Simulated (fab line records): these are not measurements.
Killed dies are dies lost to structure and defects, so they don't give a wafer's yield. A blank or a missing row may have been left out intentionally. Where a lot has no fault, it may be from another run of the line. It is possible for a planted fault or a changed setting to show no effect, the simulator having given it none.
fab line records	flow nand_harc
record lots=24	wafers=72	last_day=33
route steps=1302 shown A_CONTACT@1049
lots untouched by any fault: they come from a run of this same line in which no faults occurred
start_h: the number of hours between the record's first day and the start of the first shown wafer of the lot	wait_h: how many hours have passed since the lot's step before this one	" same as the row above	L1.1+2: one row covering several wafers at once	- no value, or no start given	* or withheld: withheld	< > ~ a bound
route shown NAME@n: a module of which the file shows steps, and the number in the route of the first	usual: mean/standard deviation of fault-free wafers	same: alike in all rows	chamber/n: place in a boat	sites: each site's reading	_std_site: their standard deviation	_edge_site: mean of outer sites minus mean of inner sites	radius_mm: for every site, how far away it sits from the centre of the wafer	mask NAME#n: copy n	behind: the last tool/chamber to shape the wafer	hold: the reason the lot was held/the length of the hold in hours/how it ended	device: names the non-switching transistor (n, p or np)	end of line: tests of these same wafers at the route's end	step lacking rows: just its recipe	killed: dies that structure and defects cost at the first sort, which is not the same as the wafer's yield	map: dies across one wafer; x = killed, . = not, _ = none there
set.NAME: setting as actually run; set.NAME@STEP: the setting as run at that earlier step	model.NAME: the simulator's own value behind a step, which no gauge read
one table for each step of the route and one row for each wafer, over a sample of lots
services: when a tool's chamber went out of use (start_h, in hours from the record's first day, below 0 if earlier), for how many hours, and the reason
## steps
# step NHARC_A_CONTACT_ETCH_126
# recipe source_w=withheld	pressure_mtorr=20	bias_v=3000	time_s=197	target_depth_a=19180	ar_flow_sccm=withheld	c4f8_flow_sccm=withheld	o2_flow_sccm=withheld	chemistry=C4F8/O2/Ar
lot.wafer	tool	chamber	start_h	wait_h	rf_hours_counter_h
L074.1	har_cap_etch-03	0	501.68	0.2	40
L074.3	"	0	"	"	-
L074.6	"	1	"	"	-
L075.2	har_cap_etch-03	1	520.35	0.1	44
L075.3	"	1	"	"	-
L075.4	"	0	"	"	-
L078.2	har_cap_etch-02	0	521.26	0.1	87
L078.3	"	0	"	"	-
L078.5	"	1	"	"	-
L077.1	har_cap_etch-01	0	525.60	0.1	3
L077.4	"	0	"	"	-
L077.5	"	1	"	"	-
L079.2	har_cap_etch-01	0	542.27	0.1	7
L079.3	"	0	"	"	-
L079.5	"	0	"	"	-
L076.2	har_cap_etch-02	0	547.75	0.1	92
L076.1	"	1	"	"	92
L076.3	"	1	"	"	-
L080.1	har_cap_etch-03	1	553.06	0.1	51
L080.2	"	0	"	"	51
L080.5	"	1	"	"	-
L082.1	har_cap_etch-01	1	578.37	0.2	11
L082.4	"	0	"	"	-
L082.6	"	1	"	"	-
L081.2	har_cap_etch-03	0	579.22	0.1	55
L081.1	"	1	"	"	55
L081.5	"	1	"	"	-
L083.2	har_cap_etch-03	0	602.72	0.1	59
L083.3	"	0	"	"	-
L083.6	"	1	"	"	-
L084.1	har_cap_etch-02	1	607.90	0.2	101
L084.4	"	0	"	"	-
L084.5	"	0	"	"	-
L085.2	har_cap_etch-01	0	608.80	0.1	17
L085.5	"	0	"	"	-
L085.6	"	1	"	"	-
L086.2	har_cap_etch-01	1	631.19	0.1	20
L086.4	"	1	"	"	-
L086.5	"	0	"	"	-
L087.2	har_cap_etch-02	0	632.21	0.1	107
L087.4	"	0	"	"	-
L087.3	"	1	"	"	-
L089.1	har_cap_etch-02	0	652.73	0.1	110
L089.3	"	0	"	"	-
L089.4	"	1	"	"	-
L088.3	har_cap_etch-01	0	655.49	0.1	-
L088.4	"	1	"	"	-
L088.6	"	1	"	"	-
L091.1	har_cap_etch-01	1	683.06	0.1	28
L091.3	"	1	"	"	-
L091.4	"	0	"	"	-
L090.4	har_cap_etch-03	0	684.33	0.2	-
L090.6	"	1	"	"	-
L090.5	"	0	"	"	-
L092.2	har_cap_etch-03	0	693.72	0.1	74
L092.4	"	0	"	"	-
L092.6	"	0	"	"	-
L095.1	har_cap_etch-03	0	700.14	0.1	75
L095.4	"	1	"	"	-
L095.5	"	0	"	"	-
L094.2	har_cap_etch-02	0	700.99	0.1	119
L094.5	"	1	"	"	-
L094.6	"	0	"	"	-
L096.1	har_cap_etch-02	1	717.38	0.1	123
L096.5	"	0	"	"	-
L096.6	"	1	"	"	-
L093.1	har_cap_etch-01	1	718.88	0.1	36
L093.5	"	1	"	"	-
L093.6	"	0	"	"	-
L097.1	har_cap_etch-03	1	731.84	0.1	83
L097.2	"	0	"	"	83
L097.6	"	0	"	"	-
# step NHARC_A_CONTACT_ETCH_131
# recipe source_w=withheld	pressure_mtorr=20	bias_v=3000	time_s=197	target_depth_a=19180	ar_flow_sccm=withheld	c4f8_flow_sccm=withheld	o2_flow_sccm=withheld	chemistry=C4F8/O2/Ar
lot.wafer	tool	chamber	start_h	wait_h	rf_hours_counter_h
L074.1	har_cap_etch-03	0	502.86	0.2	41
L074.3	"	0	"	"	-
L074.6	"	1	"	"	-
L075.2	har_cap_etch-03	1	521.23	0.1	45
L075.3	"	1	"	"	-
L075.4	"	0	"	"	-
L078.2	har_cap_etch-02	0	522.14	0.1	88
L078.3	"	0	"	"	-
L078.5	"	1	"	"	-
L077.1	har_cap_etch-01	0	526.48	0.1	3
L077.4	"	0	"	"	-
L077.5	"	1	"	"	-
L079.2	har_cap_etch-01	0	543.16	0.1	7
L079.3	"	0	"	"	-
L079.5	"	0	"	"	-
L076.2	har_cap_etch-02	0	548.63	0.1	93
L076.1	"	1	"	"	93
L076.3	"	1	"	"	-
L080.1	har_cap_etch-03	1	553.94	0.1	52
L080.2	"	0	"	"	52
L080.5	"	1	"	"	-
L082.1	har_cap_etch-01	1	579.54	0.2	12
L082.4	"	0	"	"	-
L082.6	"	1	"	"	-
L081.2	har_cap_etch-03	0	580.11	0.1	56
L081.1	"	1	"	"	56
L081.5	"	1	"	"	-
L083.2	har_cap_etch-03	0	603.60	0.1	60
L083.3	"	0	"	"	-
L083.6	"	1	"	"	-
L084.1	har_cap_etch-02	1	609.08	0.2	102
L084.4	"	0	"	"	-
L084.5	"	0	"	"	-
L085.2	har_cap_etch-01	0	609.69	0.1	17
L085.5	"	0	"	"	-
L085.6	"	1	"	"	-
L086.2	har_cap_etch-01	1	632.08	0.1	20
L086.4	"	1	"	"	-
L086.5	"	0	"	"	-
L087.2	har_cap_etch-02	0	633.09	0.1	107
L087.4	"	0	"	"	-
L087.3	"	1	"	"	-
L089.1	har_cap_etch-02	0	653.62	0.1	111
L089.3	"	0	"	"	-
L089.4	"	1	"	"	-
L088.3	har_cap_etch-01	0	656.37	0.1	-
L088.4	"	1	"	"	-
L088.6	"	1	"	"	-
L091.1	har_cap_etch-01	1	683.94	0.1	29
L091.3	"	1	"	"	-
L091.4	"	0	"	"	-
L090.4	har_cap_etch-03	0	685.51	0.2	-
L090.6	"	1	"	"	-
L090.5	"	0	"	"	-
L092.2	har_cap_etch-03	0	694.60	0.1	74
L092.4	"	0	"	"	-
L092.6	"	0	"	"	-
L095.1	har_cap_etch-03	0	701.02	0.1	76
L095.4	"	1	"	"	-
L095.5	"	0	"	"	-
L094.2	har_cap_etch-02	0	701.87	0.1	120
L094.5	"	1	"	"	-
L094.6	"	0	"	"	-
L096.1	har_cap_etch-02	1	718.27	0.1	124
L096.5	"	0	"	"	-
L096.6	"	1	"	"	-
L093.1	har_cap_etch-01	1	719.77	0.1	37
L093.5	"	1	"	"	-
L093.6	"	0	"	"	-
L097.1	har_cap_etch-03	1	732.73	0.1	84
L097.2	"	0	"	"	84
L097.6	"	0	"	"	-
# step NHARC_A_CONTACT_ETCH_132
# recipe source_w=withheld	pressure_mtorr=20	bias_v=3000	time_s=197	target_depth_a=19240	ar_flow_sccm=withheld	c4f8_flow_sccm=withheld	o2_flow_sccm=withheld	chemistry=C4F8/O2/Ar
lot.wafer	tool	chamber	start_h	wait_h	rf_hours_counter_h
L074.1	har_cap_etch-03	0	503.10	0.2	41
L074.3	"	0	"	"	-
L074.6	"	1	"	"	-
L075.2	har_cap_etch-03	1	521.41	0.1	45
L075.3	"	1	"	"	-
L075.4	"	0	"	"	-
L078.2	har_cap_etch-02	0	522.31	0.1	88
L078.3	"	0	"	"	-
L078.5	"	1	"	"	-
L077.1	har_cap_etch-01	0	526.66	0.1	4
L077.4	"	0	"	"	-
L077.5	"	1	"	"	-
L079.2	har_cap_etch-01	0	543.33	0.1	8
L079.3	"	0	"	"	-
L079.5	"	0	"	"	-
L076.2	har_cap_etch-02	0	548.81	0.1	93
L076.1	"	1	"	"	93
L076.3	"	1	"	"	-
L080.1	har_cap_etch-03	1	554.12	0.2	52
L080.2	"	0	"	"	52
L080.5	"	1	"	"	-
L082.1	har_cap_etch-01	1	579.77	0.2	12
L082.4	"	0	"	"	-
L082.6	"	1	"	"	-
L081.2	har_cap_etch-03	0	580.29	0.1	56
L081.1	"	1	"	"	56
L081.5	"	1	"	"	-
L083.2	har_cap_etch-03	0	603.78	0.1	60
L083.3	"	0	"	"	-
L083.6	"	1	"	"	-
L084.1	har_cap_etch-02	1	609.32	0.2	102
L084.4	"	0	"	"	-
L084.5	"	0	"	"	-
L085.2	har_cap_etch-01	0	609.87	0.1	17
L085.5	"	0	"	"	-
L085.6	"	1	"	"	-
L086.2	har_cap_etch-01	1	632.25	0.1	21
L086.4	"	1	"	"	-
L086.5	"	0	"	"	-
L087.2	har_cap_etch-02	0	633.26	0.1	108
L087.4	"	0	"	"	-
L087.3	"	1	"	"	-
L089.1	har_cap_etch-02	0	653.80	0.1	111
L089.3	"	0	"	"	-
L089.4	"	1	"	"	-
L088.3	har_cap_etch-01	0	656.55	0.1	-
L088.4	"	1	"	"	-
L088.6	"	1	"	"	-
L091.1	har_cap_etch-01	1	684.12	0.1	29
L091.3	"	1	"	"	-
L091.4	"	0	"	"	-
L090.4	har_cap_etch-03	0	685.75	0.2	-
L090.6	"	1	"	"	-
L090.5	"	0	"	"	-
L092.2	har_cap_etch-03	0	694.78	0.1	75
L092.4	"	0	"	"	-
L092.6	"	0	"	"	-
L095.1	har_cap_etch-03	0	701.19	0.1	76
L095.4	"	1	"	"	-
L095.5	"	0	"	"	-
L094.2	har_cap_etch-02	0	702.05	0.1	120
L094.5	"	1	"	"	-
L094.6	"	0	"	"	-
L096.1	har_cap_etch-02	1	718.45	0.1	124
L096.5	"	0	"	"	-
L096.6	"	1	"	"	-
L093.1	har_cap_etch-01	1	719.95	0.2	37
L093.5	"	1	"	"	-
L093.6	"	0	"	"	-
L097.1	har_cap_etch-03	1	732.90	0.1	84
L097.2	"	0	"	"	84
L097.6	"	0	"	"	-
# step NHARC_A_CONTACT_DESCUM_13
# recipe time_s=3	o2_flow_sccm=200	ar_flow_sccm=0	bias_power_w=0	chemistry=O2
# usual drypump_motor_current_A=5.8/0.66	oes_product_au=1.003/0.0059	rf_vpp_V=57.9/0.92	showerhead_plenum_p_Torr=1.92/0.093	throttle_valve_pct=11.310/0.0086
lot.wafer	tool	chamber	start_h	wait_h	drypump_motor_current_A	oes_product_au	rf_hours_counter_h	rf_vpp_V	showerhead_plenum_p_Torr	throttle_valve_pct
L074.1	rie_diel-12	2	510.20	0.1	6.4	1.005	19	56.4	1.82	11.302
L074.3	"	0	"	"	5.0	0.996	14	58.2	2.07	11.325
L074.6	"	3	"	"	6.3	0.995	-	57.0	2.02	11.298
L075.3	rie_diel-04	3	526.81	0.1	6.2	0.998	23	57.5	1.93	11.321
L075.2	"	0	"	"	6.8	0.995	23	57.5	1.76	11.305
L075.4	"	1	"	"	5.1	0.997	19	58.1	1.89	11.298
L078.2	rie_diel-13	1	529.90	0.1	5.2	1.002	0	58.8	1.88	11.309
L078.3	"	3	"	"	5.0	0.998	0	57.9	1.97	11.316
L078.5	"	0	"	"	6.5	1.003	-	57.8	1.80	11.312
L077.4	rie_diel-13	0	532.35	0.1	6.5	1.006	1	57.4	1.80	11.304
L077.1	"	1	"	"	5.2	0.999	1	58.0	1.88	11.314
L077.5	"	0	"	"	6.5	0.994	-	55.9	1.80	11.308
L079.3	rie_diel-04	0	548.20	0.1	6.8	1.011	2	59.0	2.08	11.308
L079.2	"	1	"	"	5.1	1.006	0	56.8	1.89	11.314
L079.5	"	3	"	"	6.2	1.013	-	57.7	1.93	11.297
L076.1	rie_diel-13	3	554.91	0.1	5.0	1.007	8	57.8	1.97	11.301
L076.3	"	0	"	"	6.4	1.008	9	56.5	1.80	11.294
L076.2	"	1	"	"	5.2	1.000	11	57.8	1.88	11.303
L080.1	rie_diel-04	3	562.19	0.1	6.3	1.004	4	56.7	1.93	11.321
L080.2	"	0	"	"	6.8	1.015	4	59.1	2.08	11.328
L080.5	"	3	"	"	6.2	1.008	-	58.0	1.93	11.314
L082.1	rie_diel-04	2	585.42	0.1	5.7	1.003	6	58.9	1.99	11.317
L082.4	"	3	"	"	6.3	1.001	9	59.0	1.93	11.303
L082.6	"	2	"	"	5.7	1.011	-	58.3	1.99	11.315
L081.1	rie_diel-12	1	586.55	0.1	4.8	1.003	46	55.5	1.87	11.314
L081.2	"	0	"	"	5.0	1.007	41	57.7	2.06	11.308
L081.5	"	1	"	"	4.8	0.993	-	57.4	1.87	11.314
L083.2	rie_diel-13	2	608.72	0.1	5.8	1.001	30	59.5	1.80	11.303
L083.3	"	3	"	"	5.0	0.994	31	58.1	1.96	11.312
L083.6	"	2	"	"	5.8	0.992	-	55.7	1.80	11.304
L084.1	rie_diel-13	3	619.21	0.1	5.0	1.013	34	57.5	1.96	11.316
L084.4	"	2	"	"	5.7	1.015	-	56.9	1.80	11.315
L084.5	"	3	"	"	5.0	1.007	-	57.6	1.96	11.293
L085.2	rie_diel-12	3	620.92	0.1	6.3	1.004	50	58.5	2.01	11.316
L085.6	"	2	"	"	6.4	1.003	-	57.5	1.80	11.309
L085.5	"	0	"	"	5.0	1.005	-	57.7	2.06	11.316
L086.4	rie_diel-04	3	637.10	0.1	6.3	1.005	19	57.0	1.92	11.321
L086.2	"	0	"	"	6.8	1.000	16	57.9	2.07	11.316
L086.5	"	2	"	"	5.7	0.999	-	57.4	1.99	11.288
L087.4	rie_diel-04	2	639.81	0.1	5.7	1.011	15	57.5	1.99	11.313
L087.3	"	3	"	"	6.3	1.018	19	58.2	1.92	11.302
L087.2	"	0	"	"	6.8	1.004	17	58.6	2.07	11.323
L089.3	rie_diel-04	2	658.59	0.1	5.7	0.995	18	57.7	1.99	11.304
L089.4	"	0	"	"	6.8	1.014	20	57.8	2.07	11.314
L089.1	"	1	"	"	5.1	0.992	16	57.2	1.89	11.321
L088.4	rie_diel-13	0	661.29	0.1	6.4	0.994	50	57.8	1.79	11.305
L088.3	"	1	"	"	5.2	1.000	43	58.4	1.87	11.301
L088.6	"	3	"	"	5.0	1.002	-	57.8	1.96	11.313
L091.3	rie_diel-12	1	690.35	0.1	4.8	1.002	19	57.0	1.86	11.312
L091.4	"	2	"	"	6.4	1.003	23	57.0	1.80	11.303
L091.1	"	3	"	"	6.3	1.000	19	58.3	2.00	11.301
L090.5	rie_diel-04	3	693.47	0.2	6.2	0.996	-	57.3	1.92	11.323
L090.6	"	0	"	"	6.8	1.003	-	58.6	2.07	11.304
L090.4	"	2	"	"	5.7	1.005	-	58.0	1.99	11.301
L092.2	rie_diel-04	3	700.77	0.1	6.3	1.017	31	57.3	1.92	11.311
L092.4	"	2	"	"	5.7	1.014	-	58.3	1.99	11.326
L092.6	"	3	"	"	6.3	1.009	-	58.4	1.92	11.294
L095.1	rie_diel-13	1	708.04	0.1	5.2	1.002	0	58.7	1.86	11.319
L095.4	"	0	"	"	6.4	1.005	0	58.1	1.78	11.322
L095.5	"	2	"	"	5.7	1.001	-	57.2	1.79	11.307
L094.2	rie_diel-12	3	709.91	0.1	6.3	0.988	27	57.7	2.00	11.318
L094.6	"	3	"	"	6.3	0.998	-	58.2	2.00	11.313
L094.5	"	0	"	"	5.0	0.991	-	58.2	2.05	11.296
L096.1	rie_diel-04	2	723.24	0.1	5.7	0.998	1	57.7	1.98	11.312
L096.5	"	0	"	"	6.8	1.006	-	59.2	2.07	11.317
L096.6	"	1	"	"	5.2	0.998	-	58.3	1.88	11.312
L093.1	rie_diel-04	3	724.96	0.1	6.2	1.003	2	58.4	1.92	11.313
L093.5	"	0	"	"	6.8	1.008	-	57.4	2.07	11.315
L093.6	"	1	"	"	5.1	1.006	-	58.3	1.88	11.313
L097.2	rie_diel-12	1	737.75	0.1	4.8	1.007	35	56.5	1.85	11.296
L097.1	"	2	"	"	6.4	1.010	38	57.0	1.79	11.315
L097.6	"	2	"	"	6.4	1.002	-	57.5	1.79	11.314
# step NHARC_A_CONTACT_ETCH_138
# recipe source_w=withheld	pressure_mtorr=20	bias_v=1200	time_s=311	target_depth_a=19140	ar_flow_sccm=withheld	c4f8_flow_sccm=withheld	o2_flow_sccm=withheld	chemistry=C4F8/O2/Ar
lot.wafer	tool	chamber	start_h	wait_h	rf_hours_counter_h
L074.1	har_cap_etch-02	0	513.68	0.2	86
L074.3	"	1	"	"	-
L074.6	"	0	"	"	-
L075.2	har_cap_etch-03	0	529.30	0.3	47
L075.4	"	0	"	"	-
L075.3	"	1	"	"	-
L078.2	har_cap_etch-02	1	532.04	0.2	89
L078.3	"	1	"	"	-
L078.5	"	1	"	"	-
L077.1	har_cap_etch-03	1	535.09	0.2	48
L077.4	"	0	"	"	-
L077.5	"	0	"	"	-
L079.2	har_cap_etch-01	0	550.47	0.2	9
L079.3	"	1	"	"	-
L079.5	"	1	"	"	-
L076.2	har_cap_etch-02	0	557.05	0.2	95
L076.1	"	1	"	"	95
L076.3	"	1	"	"	-
L080.1	har_cap_etch-01	0	564.33	0.2	10
L080.2	"	1	"	"	10
L080.5	"	1	"	"	-
L082.1	har_cap_etch-02	0	587.59	0.2	98
L082.4	"	0	"	"	-
L082.6	"	0	"	"	-
L081.1	har_cap_etch-01	1	589.03	0.3	13
L081.2	"	0	"	"	13
L081.5	"	0	"	"	-
L083.2	har_cap_etch-03	0	610.86	0.2	62
L083.3	"	1	"	"	-
L083.6	"	0	"	"	-
L084.1	har_cap_etch-01	1	621.54	0.2	19
L084.4	"	0	"	"	-
L084.5	"	0	"	"	-
L085.2	har_cap_etch-02	0	623.31	0.2	106
L085.5	"	1	"	"	-
L085.6	"	0	"	"	-
L086.2	har_cap_etch-03	0	639.28	0.2	65
L086.4	"	1	"	"	-
L086.5	"	1	"	"	-
L087.2	har_cap_etch-02	0	641.95	0.2	109
L087.4	"	0	"	"	-
L087.3	"	1	"	"	-
L089.1	har_cap_etch-03	1	660.77	0.2	69
L089.4	"	0	"	"	-
L089.3	"	1	"	"	-
L088.3	har_cap_etch-02	0	663.51	0.2	-
L088.4	"	1	"	"	-
L088.6	"	1	"	"	-
L091.1	har_cap_etch-02	0	695.25	0.2	118
L091.3	"	1	"	"	-
L091.4	"	0	"	"	-
L090.4	har_cap_etch-01	0	695.87	0.2	-
L090.5	"	0	"	"	-
L090.6	"	1	"	"	-
L092.2	har_cap_etch-01	0	703.15	0.2	34
L092.4	"	0	"	"	-
L092.6	"	1	"	"	-
L095.1	har_cap_etch-01	0	710.21	0.2	35
L095.4	"	1	"	"	-
L095.5	"	1	"	"	-
L094.2	har_cap_etch-03	1	712.12	0.2	80
L094.5	"	0	"	"	-
L094.6	"	1	"	"	-
L096.1	har_cap_etch-02	0	725.40	0.2	125
L096.5	"	1	"	"	-
L096.6	"	0	"	"	-
L093.1	har_cap_etch-01	1	727.09	0.2	38
L093.5	"	1	"	"	-
L093.6	"	0	"	"	-
L097.1	har_cap_etch-02	0	739.94	0.2	127
L097.2	"	1	"	"	127
L097.6	"	1	"	"	-
# step NHARC_A_CONTACT_ETCH_139
# recipe source_w=withheld	pressure_mtorr=20	bias_v=400	time_s=195	target_depth_a=8400	ar_flow_sccm=withheld	c4f8_flow_sccm=11.5	o2_flow_sccm=7.2	chemistry=C4F8/O2/Ar
lot.wafer	tool	chamber	start_h	wait_h	rf_hours_counter_h
L074.1	har_cap_etch-02	0	513.95	0.2	86
L074.3	"	1	"	"	-
L074.6	"	0	"	"	-
L075.2	har_cap_etch-03	0	529.67	0.3	47
L075.4	"	0	"	"	-
L075.3	"	1	"	"	-
L078.2	har_cap_etch-02	1	532.31	0.2	89
L078.3	"	1	"	"	-
L078.5	"	1	"	"	-
L077.1	har_cap_etch-03	1	535.37	0.2	48
L077.4	"	0	"	"	-
L077.5	"	0	"	"	-
L079.2	har_cap_etch-01	0	550.74	0.2	9
L079.3	"	1	"	"	-
L079.5	"	1	"	"	-
L076.2	har_cap_etch-02	0	557.32	0.2	95
L076.1	"	1	"	"	95
L076.3	"	1	"	"	-
L080.1	har_cap_etch-01	0	564.60	0.2	11
L080.2	"	1	"	"	11
L080.5	"	1	"	"	-
L082.1	har_cap_etch-02	0	587.87	0.2	98
L082.4	"	0	"	"	-
L082.6	"	0	"	"	-
L081.1	har_cap_etch-01	1	589.40	0.3	14
L081.2	"	0	"	"	14
L081.5	"	0	"	"	-
L083.2	har_cap_etch-03	0	611.14	0.2	62
L083.3	"	1	"	"	-
L083.6	"	0	"	"	-
L084.1	har_cap_etch-01	1	621.81	0.2	19
L084.4	"	0	"	"	-
L084.5	"	0	"	"	-
L085.2	har_cap_etch-02	0	623.58	0.2	106
L085.5	"	1	"	"	-
L085.6	"	0	"	"	-
L086.2	har_cap_etch-03	0	639.55	0.2	65
L086.4	"	1	"	"	-
L086.5	"	1	"	"	-
L087.2	har_cap_etch-02	0	642.22	0.2	109
L087.4	"	0	"	"	-
L087.3	"	1	"	"	-
L089.1	har_cap_etch-03	1	661.04	0.2	69
L089.4	"	0	"	"	-
L089.3	"	1	"	"	-
L088.3	har_cap_etch-02	0	663.79	0.2	-
L088.4	"	1	"	"	-
L088.6	"	1	"	"	-
L091.1	har_cap_etch-02	0	695.52	0.2	118
L091.3	"	1	"	"	-
L091.4	"	0	"	"	-
L090.4	har_cap_etch-01	0	696.15	0.2	-
L090.5	"	0	"	"	-
L090.6	"	1	"	"	-
L092.2	har_cap_etch-01	0	703.43	0.2	34
L092.4	"	0	"	"	-
L092.6	"	1	"	"	-
L095.1	har_cap_etch-01	0	710.48	0.2	35
L095.4	"	1	"	"	-
L095.5	"	1	"	"	-
L094.2	har_cap_etch-03	1	712.39	0.2	80
L094.5	"	0	"	"	-
L094.6	"	1	"	"	-
L096.1	har_cap_etch-02	0	725.67	0.2	125
L096.5	"	1	"	"	-
L096.6	"	0	"	"	-
L093.1	har_cap_etch-01	1	727.36	0.2	38
L093.5	"	1	"	"	-
L093.6	"	0	"	"	-
L097.1	har_cap_etch-02	0	740.31	0.3	127
L097.2	"	1	"	"	127
L097.6	"	1	"	"	-
## services
tool	chamber	start_h	hours	kind
rie_diel-04	0	486.01	-	clean
rie_diel-04	1	486.01	-	clean
har_cap_etch-01	-	497.00	17.0	pm
har_cap_etch-01	0	497.00	17.0	vent_cycle
har_cap_etch-01	1	497.00	17.0	vent_cycle
har_cap_etch-01	0	514.00	-	clean
har_cap_etch-01	1	514.00	-	clean
har_cap_etch-01	1	514.00	-	consumable_replace:focus_ring
rie_diel-13	-	519.05	9.0	pm
rie_diel-04	-	532.01	9.0	pm
har_cap_etch-03	-	536.44	0.8	repair
rie_diel-04	2	541.95	6.8	repair
rie_diel-13	-	541.96	0.2	repair
rie_diel-12	3	581.97	1.5	repair
rie_diel-12	1	602.59	2.8	repair
rie_diel-04	3	614.29	2.4	repair
rie_diel-13	1	614.60	13.0	repair
rie_diel-12	-	623.40	9.0	pm
rie_diel-04	3	647.60	2.8	repair
rie_diel-12	1	650.10	4.9	repair
har_cap_etch-02	-	669.27	0.5	repair
rie_diel-13	-	696.05	9.0	pm
rie_diel-04	-	709.01	9.0	pm
rie_diel-04	1	729.15	1.3	repair
## key
fault none
